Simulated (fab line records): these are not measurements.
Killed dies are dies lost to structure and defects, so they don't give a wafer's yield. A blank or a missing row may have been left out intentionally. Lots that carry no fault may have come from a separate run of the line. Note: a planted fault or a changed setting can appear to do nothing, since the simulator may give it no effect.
The tool behind it: which one? | flow nandHarc | 11 lots, 33 wafers sampled, at 7 steps of a route of 1302

## WHAT THE GAUGES READ, wafer by wafer
NHARC_P_STI_CD_MEAS_16.
lot  | measured     | on       | cdNm (nm)
L758 | day 3 10:34  | cdSem-02 | 198 198 201
L759 | day 3 17:43  | cdSem-01 | 201 195 197
L760 | day 4 01:34  | cdSem-03 | 202 203 201
L762 | day 4 21:42  | cdSem-03 | 201 196 196
L763 | day 5 09:27  | cdSem-03 | 194 195 200
L772 | day 9 01:49  | cdSem-02 | 201 199 203
L773 | day 9 12:14  | cdSem-03 | 199 202 203
L774 | day 9 22:11  | cdSem-03 | 205 204 193
L775 | day 10 08:10 | cdSem-03 | 201 201 195
L777 | day 11 05:34 | cdSem-02 | 202 196 205
L778 | day 11 13:37 | cdSem-03 | 200 199 198

NHARC_P_GATE_CD_MEAS_26: the cd target is 120 nm.
lot  | measured     | on       | cdNm (nm)
L758 | day 5 16:53  | cdSem-02 | 119.6 119.4 119.7
L759 | day 5 17:38  | cdSem-02 | 119.1 119.0 119.1
L760 | day 6 12:40  | cdSem-01 | 120.6 120.6 119.6
L762 | day 7 06:22  | cdSem-02 | 90.7 91.3 91.0
L763 | day 7 13:56  | cdSem-02 | 120.2 117.9 120.0
L772 | day 11 03:44 | cdSem-01 | 120.6 120.6 120.6
L773 | day 11 19:37 | cdSem-03 | 120.1 121.1 121.0
L774 | day 12 09:23 | cdSem-02 | 119.4 119.9 120.8
L775 | day 12 15:13 | cdSem-01 | 120.9 119.9 120.1
L777 | day 13 11:47 | cdSem-02 | 120.2 118.5 119.0
L778 | day 13 21:24 | cdSem-03 | 120.6 119.7 120.1

NHARC_P_GATE_CD_MEAS_33.
lot  | measured     | on       | cdNm (nm)
L758 | day 5 17:52  | cdSem-03 | 119 126 122
L759 | day 5 18:38  | cdSem-03 | 125 113 115
L760 | day 6 13:39  | cdSem-01 | 118 126 117
L762 | day 7 07:20  | cdSem-02 | 96 95 94
L763 | day 7 14:55  | cdSem-03 | 127 113 120
L772 | day 11 04:43 | cdSem-01 | 118 124 123
L773 | day 11 20:36 | cdSem-02 | 119 116 120
L774 | day 12 10:25 | cdSem-02 | 117 118 122
L775 | day 12 16:11 | cdSem-02 | 123 123 124
L777 | day 13 12:47 | cdSem-01 | 122 113 119
L778 | day 13 22:25 | cdSem-03 | 117 115 111

NHARC_END_SORT_01.
lot  | measured     | on        | killedAtArray | killedAtOther | killedAtPeriphery | killedDies  | killedOpen | killedShort
L759 | day 24 18:47 | prober-02 | 76 57 76      | 0 1 0         | 0 1 2             | 76 59 78    | 2 0 5      | 8 1 1
L762 | day 26 09:25 | prober-02 | 34 22 23      | 1 3 1         | 518 572 617       | 553 597 641 | 4 2 4      | 8 3 4
L772 | day 30 18:19 | prober-01 | 46 57 48      | 2 2 0         | 3 1 2             | 51 60 50    | 1 4 7      | 3 2 1

## TOOL THAT RAN EACH LOT (tool first, then ch and the chambers of the sampled wafers, then the start)
lot  | NHARC_P_GATE_DESCUM_13            | NHARC_P_GATE_EXPOSE_23            | NHARC_P_GATE_ETCH_32
L758 | rieDiel-05 ch 0,2,3, day 5 02:53  | arfiScanner-02 ch 0, day 5 16:44  | rieSi-03 ch 2,3, day 5 17:31
L759 | rieDiel-05 ch 1,2,3, day 5 03:01  | arfiScanner-01 ch 0, day 5 17:31  | rieSi-02 ch 0,1,3, day 5 18:17
L760 | rieDiel-09 ch 0,1, day 5 14:49    | arfiScanner-02 ch 0, day 6 12:32  | rieSi-03 ch 0,2,3, day 6 13:19
L762 | rieDiel-05 ch 1,2,3, day 6 11:34  | arfiScanner-01 ch 0, day 7 06:13  | rieSi-05 ch 0,1,3, day 7 07:01
L763 | rieDiel-10 ch 0,1,3, day 6 23:52  | arfiScanner-02 ch 0, day 7 13:48  | rieSi-02 ch 0,2,3, day 7 14:35
L772 | rieDiel-05 ch 1,2,3, day 10 12:52 | arfiScanner-01 ch 0, day 11 03:36 | rieSi-02 ch 1,2, day 11 04:24
L773 | rieDiel-10 ch 0,1,2, day 10 23:37 | arfiScanner-01 ch 0, day 11 19:29 | rieSi-05 ch 0,3, day 11 20:16
L774 | rieDiel-09 ch 0,2,3, day 11 17:16 | arfiScanner-01 ch 0, day 12 09:16 | rieSi-02 ch 0,1, day 12 10:04
L775 | rieDiel-10 ch 0,1,3, day 12 01:26 | arfiScanner-01 ch 0, day 12 15:04 | rieSi-05 ch 1,2, day 12 15:51
L777 | rieDiel-09 ch 0,1, day 12 19:50   | arfiScanner-03 ch 0, day 13 11:40 | rieSi-05 ch 0,3, day 13 12:26
L778 | rieDiel-05 ch 1,3, day 13 03:19   | arfiScanner-03 ch 0, day 13 21:16 | rieSi-02 ch 2,3, day 13 22:02
- NHARC_P_GATE_DESCUM_13: chemistry O2, time 3 s.
- NHARC_P_GATE_EXPOSE_23: exposes mask P GATE, target cd 120 nm.
- NHARC_P_GATE_ETCH_32: etches the open film in HBr/Cl2, target depth 150 nm, time 100.1 s.

## AS READ BY THE TOOLS THEMSELVES (means over the sampled wafers that have a number; for cases with no such wafer, the mark the record gives instead)
NHARC_P_GATE_DESCUM_13.
lot  | tool       | drypumpMotorCurrentA (A) | oesProductAu (a.u.) | rfVppV (V) | showerheadPlenumPTorr (Torr) | throttleValvePct (%)
L758 | rieDiel-05 | 6.3                      | 1.005               | 57.8       | 1.91                         | 11.308
L759 | rieDiel-05 | 6.1                      | 1.006               | 58.5       | 1.93                         | 11.311
L760 | rieDiel-09 | 5.1                      | 0.994               | 57.4       | 1.94                         | 11.311
L762 | rieDiel-05 | 6.1                      | 1.000               | 57.8       | 1.93                         | 11.314
L763 | rieDiel-10 | 5.1                      | 0.996               | 56.8       | 1.88                         | 11.311
L772 | rieDiel-05 | 6.1                      | 1.000               | 57.6       | 1.93                         | 11.316
L773 | rieDiel-10 | 5.1                      | 0.991               | 58.4       | 1.89                         | 11.305
L774 | rieDiel-09 | 5.6                      | 1.016               | 58.5       | 1.88                         | 11.316
L775 | rieDiel-10 | 5.1                      | 1.008               | 58.0       | 1.88                         | 11.311
L777 | rieDiel-09 | 5.1                      | 1.011               | 58.2       | 1.94                         | 11.310
L778 | rieDiel-05 | 6.4                      | 0.976               | 57.3       | 1.87                         | 11.308

NHARC_P_GATE_EXPOSE_23.
lot  | tool           | exposureDoseMJCm2
L758 | arfiScanner-02 | 93.92
L759 | arfiScanner-01 | 93.91
L760 | arfiScanner-02 | 93.92
L762 | arfiScanner-01 | 93.93
L763 | arfiScanner-02 | 93.90
L772 | arfiScanner-01 | 93.87
L773 | arfiScanner-01 | 93.93
L774 | arfiScanner-01 | 93.83
L775 | arfiScanner-01 | 93.91
L777 | arfiScanner-03 | 93.91
L778 | arfiScanner-03 | 93.95

NHARC_P_GATE_ETCH_32.
lot  | tool     | drypumpMotorCurrentA (A) | hbrFlowSccm (sccm) | oesProductAu (a.u.) | throttleValvePct (%)
L758 | rieSi-03 | 6.2                      | 149.7              | 1.010               | 26.404
L759 | rieSi-02 | 5.8                      | 150.1              | 1.008               | 26.404
L760 | rieSi-03 | 6.3                      | 150.3              | 1.006               | 26.403
L762 | rieSi-05 | 5.8                      | 150.0              | 0.982               | 26.413
L763 | rieSi-02 | 5.6                      | 149.8              | 1.014               | 26.412
L772 | rieSi-02 | 5.7                      | 150.0              | 0.998               | 26.403
L773 | rieSi-05 | 5.8                      | 150.1              | 0.980               | 26.405
L774 | rieSi-02 | 5.8                      | 150.2              | 1.014               | 26.407
L775 | rieSi-05 | 6.3                      | 149.9              | 0.973               | 26.415
L777 | rieSi-05 | 5.8                      | 149.6              | 0.992               | 26.407
L778 | rieSi-02 | 5.7                      | 150.2              | 1.010               | 26.415

## THE ANSWER, worked out from the rows above alone
Rule: the lots themselves supply what counts as usual. The widest of any qualifying gaps counts: lots, ordered by their means at a reading, are off when they make up no more than a third of the lots, leave a main group of 4 or more, and stand apart from it by 3 or more times the standard deviation of that group's means. The tables above print the reading to a certain number of digits; a main group whose means all agree to those digits is not used. Also off: a lot with no number at a reading for which 4 or more lots have one. Any other lot the step has rows for is counted as sound. Order of review: gauges by route order, followed by the tools' own readings, for which a lot's mean as printed above is used. At the first step where some lot is off, the reading lying furthest off is the one used; lots without a number count as furthest.
Off: L762 (NHARC_P_GATE_CD_MEAS_26, cdNm). Mean 119.9 nm and standard deviation 0.55 in the main group.
If a tool, at a process step before that reading, ran all the lots that are off and no sound lot after the first of them, it fits. The gauges at NHARC_P_GATE_CD_MEAS_26 are tried like those tools. None of those tried fits.

## WHAT THE SIMULATOR PUT IN
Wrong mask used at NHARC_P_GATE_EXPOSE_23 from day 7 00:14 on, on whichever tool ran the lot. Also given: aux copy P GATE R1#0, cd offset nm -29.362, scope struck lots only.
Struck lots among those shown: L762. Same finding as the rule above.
